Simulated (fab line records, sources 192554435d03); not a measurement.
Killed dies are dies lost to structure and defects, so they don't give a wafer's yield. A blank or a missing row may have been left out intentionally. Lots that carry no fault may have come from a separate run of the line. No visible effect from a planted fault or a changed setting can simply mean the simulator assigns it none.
Struck lot and sound lot, side by side    flow n5_finfet    15 steps out of a route of 1938
Sound: the wafers L170.1, L170.4, L170.5. Struck: wafers L178.2, L178.4 (left out: L178.1, a lot-mate that was not struck); the cause follows at the end.
Each step with rows lists, per side, the tool, then ch with its chambers, then its first start. Under that, the readings that differ: sound wafers    struck wafers    difference of the means    sigmas: that difference in standard deviations of wafers without a fault.
alike: a reading whose means differ by less than 2 such deviations, as well as words and numbers matching on both sides. not compared: withheld readings; readings where some wafer has no value; bounds like >300 that might hide an equal value; numbers whose values overlap and for which the record gives no deviation.
The two part at a step that has a row with sigmas, a row that says differs or no value, or rows on one side only. When numbers do not overlap yet have no deviation, they are printed without sigmas and do not part them. Lack of a reading on every wafer of one side parts them only where that side has two or more wafers.

first, 2 steps without rows for these wafers: N5_BEOL_M14_PRECLEAN_39 (cleans in residue remover, time 60 s); N5_BEOL_M14_SRD_40 (time 30 s, dry time 30 s).
N5_BEOL_M14_DEGAS_41: time 60 s.
  sound: pvd_sputter-03 at day 12 11:47; struck: pvd_sputter-02 at day 15 01:04
  alike: heater_power_w
N5_BEOL_M14_PRE_CLEAN_42: time 30 s.
  sound: pvd_sputter-03 at day 12 11:49; struck: pvd_sputter-02 at day 15 01:07
  alike: heater_power_w
then, 2 steps without rows for these wafers: N5_BEOL_M14_SPUTTER_43 (material TaN, target thk 15 nm, time 24.19 s); N5_BEOL_M14_SPUTTER_44 (material Ta, target thk 15 nm, time 24.19 s).
N5_BEOL_M14_SPUTTER_45: material Cu, target thk 100 nm, time 16.67 s.
  sound: pvd_sputter-03 at day 12 12:01; struck: pvd_sputter-02 at day 15 01:19
  alike: throttle_valve_pct
then, 1 step without rows for these wafers: N5_BEOL_M14_ECD_47 (material Cu, target thk 1248 nm).
N5_BEOL_M14_ANNEAL_48: time 90 s.
  sound on rtp_anneal-01 ch 0, day 12 12:20; struck on rtp_anneal-01 ch 0, day 15 01:37
  alike: wafer_temp_C_max
N5_BEOL_M14_CMP_49: polishes, stops on SiO2, t overpolish 5.2 s, target thk 560 nm.
  sound on cmp-04 ch 0,1, day 12 12:40; struck on cmp-02 ch 1,3, day 15 01:55
  alike: barrier_field_endpoint_s, motor_current_A, overpolish_run_s, time_to_endpoint_s
N5_BEOL_M14_THK_MEAS_50: measures by xrf.
  sound: film_metro-02 at day 12 12:55; struck: film_metro-01 at day 15 02:13
  alike: M14_THK
then, 1 step without rows for these wafers: N5_BEOL_M14_PRE_CLEAN_52 (time 15 s).
N5_BEOL_M14_DEP_53: deposits SiCN from 3MS/NH3, target thk 50 nm, time 17.8 s.
  sound on pecvd-02 ch 0,1, day 12 12:59; struck on pecvd-04 ch 0, day 15 02:16
reading                                    sound           struck   difference  sigmas
model.SiCN_of_BEOL_M14_DEP_53.thk_nm (nm)  49.6 51.6 50.4  54 54.8  +4          
  alike: showerhead_plenum_p_Torr, throttle_valve_pct
N5_BEOL_M14_RS_MEAS_54: the measuring method here is four-point-probe.
  sound: film_metro-02 at day 12 13:03; struck: film_metro-01 at day 15 02:20
  alike: M14_RS
N5_PASSIVATION_PROBE_49:
  rows exist in the record for the struck wafers here (prober-01, day 15 20:55), but not for the sound ones

== WHERE THEY PART ==
Only at N5_PASSIVATION_PROBE_49, as far as this record shows.

WHY: the cause the simulator had injected
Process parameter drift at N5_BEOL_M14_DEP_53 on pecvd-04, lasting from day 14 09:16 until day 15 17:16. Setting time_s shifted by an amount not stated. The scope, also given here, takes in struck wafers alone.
